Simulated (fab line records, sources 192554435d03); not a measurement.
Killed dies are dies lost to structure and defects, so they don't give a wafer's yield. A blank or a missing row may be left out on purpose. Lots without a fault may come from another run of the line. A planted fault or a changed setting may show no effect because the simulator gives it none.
Chamber matching | flow n5_finfet | N5_FIN_SAQP_ETCH_52 on rie_diel-06: 4 sister chambers
The step etches SOC in N2/H2, target depth 100 nm, overetch 20 nm, time 150 s. 8 wafers are shown with their chamber, then 7 later ones without.

WAFERS WITH THEIR CHAMBER
wafer  | chamber | drypump_motor_current_A (A) | throttle_valve_pct (%)
L076.3 | 1       | 5.8                         | 18.46
L078.1 | 3       | 5.8                         | 18.03
L079.6 | 2       | 5.1                         | 18.10
L085.2 | 3       | 5.8                         | 17.64
L085.4 | 0       | 5.8                         | 18.25
L085.6 | 1       | 5.9                         | 18.51
L088.1 | 2       | 5.1                         | 18.16
L088.4 | 0       | 5.8                         | 18.25

WAFERS WITHOUT THEIR CHAMBER
wafer  | drypump_motor_current_A (A) | throttle_valve_pct (%)
L088.6 | 5.7                         | 17.63
L092.2 | 5.8                         | 17.64
L092.3 | 5.8                         | 18.26
L092.5 | 5.8                         | 17.63
L093.1 | 5.9                         | 18.51
L093.4 | 5.7                         | 17.64
L093.6 | 5.8                         | 18.26

WHICH CHAMBER EACH WENT THROUGH
wafer  | from the rows above     | in truth
L088.6 | 3                       | 3
L092.2 | 3                       | 3
L092.3 | 0                       | 0
L092.5 | 3                       | 3
L093.1 | can't be placed: 1 or 0 | 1
L093.4 | 3                       | 3
L093.6 | 0                       | 0
Placed correctly: 6 of 7. Can't be placed from these rows: 1 (the true chamber is among the candidates in 1). Placed wrongly: 0.
How it was worked out, from the rows above alone: a wafer's distance from a chamber is the root of the sum, over the readings, of the square of ((its reading less the chamber's mean) divided by the reading's scatter). The wafer belongs to the nearest chamber; if the next one is less than 2 further off, it can't be placed. A chamber's mean is the mean of its shown wafers. The scatter: the root of (the sum of the squares of (reading less its chamber's mean) over the shown wafers, divided by (wafers less chambers)).
